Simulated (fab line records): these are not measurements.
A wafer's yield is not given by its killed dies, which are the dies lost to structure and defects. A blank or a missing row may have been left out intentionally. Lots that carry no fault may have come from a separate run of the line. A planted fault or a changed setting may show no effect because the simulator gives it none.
A lot that was struck, set against a sound lot || flow nand-harc || 26 steps out of a route of 1302
Sound: the wafers L900.1, L900.2, L900.4. Struck: wafers L906.1, L906.5. (L906.2 of the same lot was not struck and is left out.) The cause comes at the end.
Each step with rows lists, per side, the tool, then ch with its chambers, then its first start. Under that, the readings that differ: sound wafers || struck wafers || difference of the means || sigmas: that difference in standard deviations of wafers without a fault.
alike: words and numbers the same on both sides, and readings whose means are apart by under 2 such deviations; not compared: readings that were withheld, readings missing a value for some wafer, numbers with overlapping values and no deviation given by the record, and bounds like >300 which may hide the same value.
The two part at a step that has a row with sigmas, a row that says differs or no value, or rows on one side only. Numbers that don't overlap but have no deviation are shown without sigmas and don't part them. A reading that every wafer of one side lacks parts them only if that side has two wafers or more.

NHARC_P_M1_PRE_CLEAN_30: time 30 s.
  sound on pvd-sputter-03; struck on pvd-sputter-01
  alike: heater-power-w
NHARC_P_M1_PVD_20: deposits TaN, target thk 5 nm, time 8.06 s.
  sound on pvd-sputter-03; struck on pvd-sputter-01
  alike: throttle-valve-pct
NHARC_P_M1_PVD_21: deposits Cu, target thk 30 nm, time 20.49 s.
  sound on pvd-sputter-03; struck on pvd-sputter-01
  alike: throttle-valve-pct
then, 1 step without rows for these wafers: NHARC_P_M1_ECD_22 (material Cu, target thk 400 nm).
NHARC_P_M1_ANNEAL_31: time 90 s.
  sound on rtp-anneal-02 ch 0, day 10 07:46; struck on rtp-anneal-01 ch 0, day 12 20:01
  alike: wafer_temp_C_max
then, 1 step without rows for these wafers: NHARC_P_M1_CMP_23 (polishes, t overpolish 20 s, target thk 157.82 nm).
NHARC_P_M1_THK_MEAS_24: measures by xrf.
  struck on film-metro-01, day 12 20:40; sound on film-metro-02, day 10 08:25
  alike: thk-nm
after that, 1 step had no rows for these wafers: NHARC_P_M1_SRD_25.
NHARC_P_M1_INSPECT_27:
  struck on defect-inspect-02, day 12 20:50; sound on defect-inspect-02, day 10 08:34
  alike: raw-defect-count
then, 1 step without rows for these wafers: NHARC_P_M1_PRE_CLEAN_32 (time 12 s).
NHARC_P_M1_DEP_33: deposits SiCN, target thk 30 nm.
  sound on pecvd-04 ch 0,1,2, day 10 08:43; struck on pecvd-01 ch 2, day 12 20:59
  alike: chamber-pressure-Torr, heater-power-w
NHARC_P_M2_DEP_00: deposits SiOC, target thk 182.5 nm.
  sound on pecvd-01 ch 0,1,2, day 10 09:10; struck on pecvd-02 ch 1, day 12 21:23
  alike: chamber-pressure-Torr
then, 9 steps without rows for these wafers: NHARC_P_M2_DEHYDRATE_01 (time 120 s); NHARC_P_M2_HMDS_02 (time 30 s); NHARC_P_M2_COAT_34 (time 65 s); NHARC_P_M2_COAT_03 (resist thk 90 nm); NHARC_P_M2_SOFTBAKE_04 (time 55 s); NHARC_P_M2_EBR_05; NHARC_P_M2_EXPOSE_06 (exposes mask P M2, target cd 170 nm); NHARC_P_M2_PEB_07 (peb time 65 s); NHARC_P_M2_DEVELOP_08 (develop time 35 s).
NHARC_P_M2_CD_MEAS_09: target cd 170 nm.
  sound on cd-sem-02 ch 0, day 10 09:59; struck on cd-sem-02 ch 0, day 12 22:14
  alike: cd-nm
NHARC_P_M2_OVL_MEAS_10: pitch 340 nm.
  struck on overlay-02, day 12 22:19; sound on overlay-01, day 10 10:05
  alike: overlay-x-nm, overlay-y-nm
NHARC_P_M2_INSPECT_11:
  struck on defect-inspect-01, day 12 22:21; sound on defect-inspect-01, day 10 10:07
{"reading": "raw-defect-count", "sound": "1 3 5", "struck": "649 704", "difference": "+674", "sigmas": "+99 or more"}
then, 1 step without rows for these wafers: NHARC_P_M2_DESCUM_14 (chemistry O2, time 3 s).
-- break in the record here, with 18 days between the starts of the struck wafers on either side (left off in module P_M2, picked up again in module END, where the first step shown is number 1302 on the route) --
NHARC_END_SORT_01:
  at this point the record logs the struck wafers (prober-02 ch 0, day 31 05:46) and has no rows for the sound ones

WHERE THEY PART
Last at NHARC_END_SORT_01 as far as this record goes, first at NHARC_P_M2_INSPECT_11.

WHY: what had been put in by the simulator
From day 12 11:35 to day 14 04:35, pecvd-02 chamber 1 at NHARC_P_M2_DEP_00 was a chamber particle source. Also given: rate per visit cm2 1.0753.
